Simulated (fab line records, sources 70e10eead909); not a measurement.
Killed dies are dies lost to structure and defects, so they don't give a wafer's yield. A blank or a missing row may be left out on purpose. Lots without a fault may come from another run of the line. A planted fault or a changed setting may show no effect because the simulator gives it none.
fab line records | flow nand_harc | part 2 of 2: steps 24 to 34 of 34
record lots=5 wafers=15 last_day=34
route steps=1302 shown P_GATE@128
lots that met no fault: from a run of the same line without faults
start_h: hours from the record's first day to the start of the lot's first wafer shown | wait_h: hours since the lot's step before | " the same as in the row above | L1.1+2: a row that stands for several wafers | - no value, or no start given | * or withheld: withheld | < > ~ a bound
route shown NAME@n: a module of which the file shows steps, and the number in the route of the first | usual: mean/standard deviation of fault-free wafers | same: alike in all rows | chamber/n: place in a boat | sites: the reading at each site | _std_site: their standard deviation | _edge_site: outer sites' mean less inner sites' | radius_mm: how far each site lies from the wafer's centre | mask NAME#n: copy n | behind: the tool/chamber that last shaped the wafer | hold: why the lot was held/for how many hours/how that ended | device: the transistor (n, p or np) that didn't switch | end of line: the same wafers' tests at the end of the route | a step without rows: its recipe alone | killed: dies lost to structure and defects at the first sort, not the wafer's yield | map: a wafer's dies, x killed, . not, _ none there
set.NAME: the setting as run; set.NAME@STEP: as run at that earlier step | model.NAME: the simulator's own value behind a step, which no gauge read
lots at some steps of the route; a table a step, a row a wafer
services: from which hour (start_h, from the record's first day; less than 0 if before it) a tool's chamber was out of use, for how many hours, and why
## steps
# step NHARC_P_GATE_CD_MEAS_33
# usual cd_nm=120.1/2.6
# columns lot.wafer tool chamber start_h wait_h cd_nm
L082.1 cd_sem-03 - 177.66 - 114.6
L082.3 " - " " 120.1
L082.6 " - " " 120.7
L089.2 cd_sem-01 - 245.22 - 120.3
L089.4 " - " " 116.9
L089.6 " - " " 115.3
L091.2 cd_sem-02 - 266.32 - 121.9
L091.4 " - " " 118.5
L091.6 " - " " 123.6
L095.2 cd_sem-03 - 302.78 0.2 120.4
L095.4 " - " " 120.1
L095.5 " - " " 122.2
L097.4 cd_sem-03 - 322.62 - 119.5
L097.5 " - " " 120.5
L097.6 " - " " 122.4
# step NHARC_P_GATE_STRIP_35
# recipe time_s=600 temp_c=130 chemistry=SPM
# usual bath_guard_temp_C=129.9/0.6
# columns lot.wafer tool chamber start_h wait_h bath_guard_temp_C
L082.3 wet_bench-01 2 177.74 0.1 130.6
L082.6 " 3 " " 129.6
L082.1 " 4 " " 130.0
L089.2 wet_bench-05 1 245.30 0.1 131.0
L089.6 " 2 " " 129.8
L089.4 " 3 " " 130.4
L091.2 wet_bench-04 6 266.41 0.1 131.1
L091.6 " 1 " " 130.2
L091.4 " 2 " " 130.8
L095.5 wet_bench-05 3 302.86 0.1 130.7
L095.4 " 4 " " 129.1
L095.2 " 6 " " 129.6
L097.6 wet_bench-05 6 322.72 0.1 129.4
L097.5 " 7 " " 129.3
L097.4 " 0 " " 129.8
# step NHARC_P_GATE_PRECLEAN_73
# recipe time_s=* temp_c=50 bath_age_min=0 chemistry=SC1
# usual bath_guard_temp_C=49.9/0.62
# columns lot.wafer tool chamber start_h wait_h bath_guard_temp_C
L082.3 wet_bench-01 2 - - 51.0
L082.6 " 3 " " 49.6
L082.1 " 4 " " 50.2
L089.2 wet_bench-05 1 - - 50.8
L089.6 " 2 " " 49.9
L089.4 " 3 " " 50.7
L091.2 wet_bench-04 6 - - 50.9
L091.6 " 1 " " 50.4
L091.4 " 2 " " 50.9
L095.5 wet_bench-05 3 - - 50.7
L095.4 " 4 " " 49.5
L095.2 " 6 " " 49.9
L097.6 wet_bench-05 6 - - 49.3
L097.5 " 7 " " 49.1
L097.4 " 0 " " 49.9
# step NHARC_P_GATE_SRD_74
# columns lot.wafer tool chamber start_h wait_h
L082.3+6+1 wet_bench-01 2,3,4 - -
L089.2+6+4 wet_bench-05 1,2,3 - -
L091.2+6+4 wet_bench-04 6,1,2 - -
L095.5+4+2 wet_bench-05 3,4,6 - -
L097.6+5+4 wet_bench-05 6,7,0 - -
# step NHARC_P_GATE_ALD_36
# recipe target_thk_a=200 pulse_time_s=60 ald_cycles=223 temp_c=400 material=SiNx
# usual heater_power_w=807/86 precursor_pulse_height_rel=1.000/0.018
# same pulse_time_s=60
# columns lot.wafer tool chamber start_h wait_h heater_power_w precursor_pulse_height_rel
L082.3 ald_sin-04 0 179.18 - 812 0.982
L082.1 " 1 180.25 - 790 1.028
L082.6 " 0 183.46 - 829 1.027
L089.2 ald_sin-02 0 245.68 - 805 0.997
L089.4 " 1 246.74 - 960 1.002
L089.6 " 0 249.92 - 801 1.017
L091.2 ald_sin-01 3 266.77 - 669 0.997
L091.4 " 0 267.83 - 787 0.996
L091.6 " 0 272.07 - 771 0.976
L095.2 ald_sin-04 2 303.24 - 885 1.006
L095.4 " 1 306.45 - 843 1.017
L095.5 " 2 307.52 - 888 1.005
L097.4 ald_sin-01 0 324.15 - 789 0.982
L097.6 " 3 327.39 - 685 1.030
L097.5 " 0 328.47 - 791 0.992
# step NHARC_P_GATE_ETCHBACK_37
# recipe target_depth_a=345 time_s=17.2 chf3_flow_sccm=50 o2_flow_sccm=10 ar_flow_sccm=200 rf_w=500 bias_w=200 chemistry=CHF3/O2
# usual drypump_motor_current_A=5.8/0.49 oes_product_au=0.96/0.035 rf_fwd_power_W=489.9/2.6 rf_vpp_V=369.9/2.3 showerhead_plenum_p_Torr=2.37/0.1 throttle_valve_pct=20.573/0.0097
# columns lot.wafer tool chamber start_h wait_h drypump_motor_current_A oes_product_au rf_fwd_power_W rf_hours_counter_h rf_vpp_V showerhead_plenum_p_Torr throttle_valve_pct
L082.1 rie_diel-11 1 - - 5.6 0.91 494.2 5 369.9 2.40 20.581
L082.3 " 2 " " 6.3 0.94 487.6 5 367.4 2.32 20.553
L082.6 " 1 " " 5.6 0.91 493.4 - 370.2 2.40 20.579
L089.4 rie_diel-07 0 - - 6.5 0.93 488.2 8 373.3 2.50 20.565
L089.2 " 1 " " 5.3 0.93 488.6 8 368.1 2.27 20.581
L089.6 " 0 " " 6.5 0.92 487.3 - 371.7 2.50 20.589
L091.2 rie_diel-11 3 - - 4.9 0.95 492.5 0 367.5 2.28 20.574
L091.6 " 3 " " 4.9 0.96 493.9 - 366.4 2.28 20.591
L091.4 " 0 " " 5.9 0.93 488.6 - 366.8 2.28 20.564
L095.4 rie_diel-07 2 - - 5.4 0.99 489.6 0 372.0 2.57 20.573
L095.2 " 1 " " 5.3 0.99 487.1 0 366.9 2.27 20.573
L095.5 " 2 " " 5.4 0.99 492.3 - 372.8 2.57 20.586
L097.5 rie_diel-06 3 - - 5.7 1.02 490.4 - 371.3 2.46 20.577
L097.6 " 0 " " 6.1 0.99 488.8 - 367.7 2.37 20.568
L097.4 " 2 " " 5.8 1.00 486.8 - 367.2 2.26 20.575
# step NHARC_P_GATE_STRIP_101
# recipe time_s=20 o2_flow_sccm=500 ar_flow_sccm=0 bias_w=0 chemistry=O2
# usual drypump_motor_current_A=5.8/0.5 oes_product_au=1.000/0.0087 rf_vpp_V=57.7/0.84 showerhead_plenum_p_Torr=3.48/0.15 throttle_valve_pct=17.036/0.0097
# columns lot.wafer tool chamber start_h wait_h drypump_motor_current_A oes_product_au rf_hours_counter_h rf_vpp_V showerhead_plenum_p_Torr throttle_valve_pct
L082.1 rie_diel-11 2 187.79 0.1 6.3 1.018 5 57.2 3.42 17.028
L082.3 " 3 " " 4.9 1.001 7 56.9 3.36 17.041
L082.6 " 2 " " 6.3 1.001 - 57.2 3.42 17.033
L089.4 rie_diel-07 3 255.30 0.1 6.2 1.008 8 58.2 3.37 17.041
L089.2 " 2 " " 5.4 0.988 7 58.4 3.77 17.020
L089.6 " 3 " " 6.2 0.991 - 57.2 3.37 17.036
L091.2 rie_diel-11 2 276.42 0.1 6.3 1.004 0 57.3 3.42 17.033
L091.4 " 2 " " 6.3 0.999 - 57.1 3.42 17.034
L091.6 " 0 " " 6.0 0.993 - 56.7 3.35 17.018
L095.2 rie_diel-07 3 312.93 0.1 6.2 0.997 0 57.3 3.36 17.043
L095.4 " 1 " " 5.3 0.992 0 58.0 3.33 17.053
L095.5 " 0 " " 6.5 0.998 - 57.4 3.66 17.040
L097.4 rie_diel-06 0 332.84 0.0 6.1 0.989 - 57.7 3.49 17.023
L097.6 " 2 " " 5.8 0.992 - 58.7 3.32 17.036
L097.5 " 3 " " 5.7 1.005 - 56.7 3.61 17.032
# step NHARC_P_GATE_PRECLEAN_97
# recipe time_s=600 temp_c=120 chemistry=SPM
# usual bath_guard_temp_C=119.9/0.62
# columns lot.wafer tool chamber start_h wait_h bath_guard_temp_C
L082.1 wet_bench-05 0 187.89 - 120.0
L082.6 " 2 " " 120.2
L082.3 " 5 " " 119.3
L089.4 wet_bench-05 0 255.41 - 119.7
L089.2 " 1 " " 120.6
L089.6 " 2 " " 120.0
L091.2 wet_bench-04 6 276.53 - 121.1
L091.6 " 0 " " 119.7
L091.4 " 1 " " 120.4
L095.4 wet_bench-05 5 313.04 - 119.3
L095.2 " 6 " " 119.5
L095.5 " 0 " " 119.9
L097.5 wet_bench-05 7 332.94 - 118.7
L097.4 " 0 " " 120.0
L097.6 " 2 " " 119.7
# step NHARC_P_GATE_SRD_98
# columns lot.wafer tool chamber start_h wait_h
L082.1+6+3 wet_bench-05 0,2,5 - -
L089.4+2+6 wet_bench-05 0,1,2 - -
L091.2+6+4 wet_bench-04 6,0,1 - -
L095.4+2+5 wet_bench-05 5,6,0 - -
L097.5+4+6 wet_bench-05 7,0,2 - -
# step NHARC_P_GATE_PRECLEAN_99
# recipe time_s=* temp_c=50 bath_age_min=0 chemistry=SC1
# usual bath_guard_temp_C=49.9/0.58
# columns lot.wafer tool chamber start_h wait_h bath_guard_temp_C
L082.1 wet_bench-05 0 - - 49.9
L082.6 " 2 " " 50.2
L082.3 " 5 " " 49.3
L089.4 wet_bench-05 0 - - 49.8
L089.2 " 1 " " 50.6
L089.6 " 2 " " 49.7
L091.2 wet_bench-04 6 - - 50.9
L091.6 " 0 " " 49.8
L091.4 " 1 " " 50.7
L095.4 wet_bench-05 5 - - 49.2
L095.2 " 6 " " 49.3
L095.5 " 0 " " 50.4
L097.5 wet_bench-05 7 - - 49.1
L097.4 " 0 " " 50.2
L097.6 " 2 " " 50.0
# step NHARC_P_GATE_SRD_100
# columns lot.wafer tool chamber start_h wait_h
L082.1+6+3 wet_bench-05 0,2,5 - -
L089.4+2+6 wet_bench-05 0,1,2 - -
L091.2+6+4 wet_bench-04 6,0,1 - -
L095.4+2+5 wet_bench-05 5,6,0 - -
L097.5+4+6 wet_bench-05 7,0,2 - -
## services
# columns tool chamber start_h hours kind
arfi_scanner-02 - 140.00 4.0 pm
litho_track-01 - 155.00 7.0 pm
rie_diel-07 - 164.94 0.4 repair
arfi_scanner-02 - 165.96 2.4 repair
litho_track-06 - 179.00 7.0 pm
rie_diel-06 3 182.03 4.5 repair
arfi_scanner-02 - 189.61 10.5 repair
arfi_scanner-02 - 201.79 1.1 repair
litho_track-04 - 203.00 7.0 pm
rie_diel-07 2 204.64 4.7 repair
wet_bench-04 - 227.20 8.0 pm
rie_diel-11 1 234.94 5.4 repair
rie_diel-11 - 255.50 9.0 pm
wet_bench-05 - 260.84 8.0 pm
rie_diel-06 3 271.23 15.6 repair
rie_diel-06 2 272.44 3.1 repair
rie_diel-11 1 275.85 8.7 repair
wet_bench-01 - 277.60 8.0 pm
rie_diel-06 0 280.91 45.9 repair
rie_diel-07 - 294.20 9.0 pm
wet_bench-01 - 301.80 3.7 repair
rie_diel-11 2 302.48 3.4 repair
rie_diel-06 - 307.92 9.0 pm
litho_track-01 - 330.00 7.0 pm
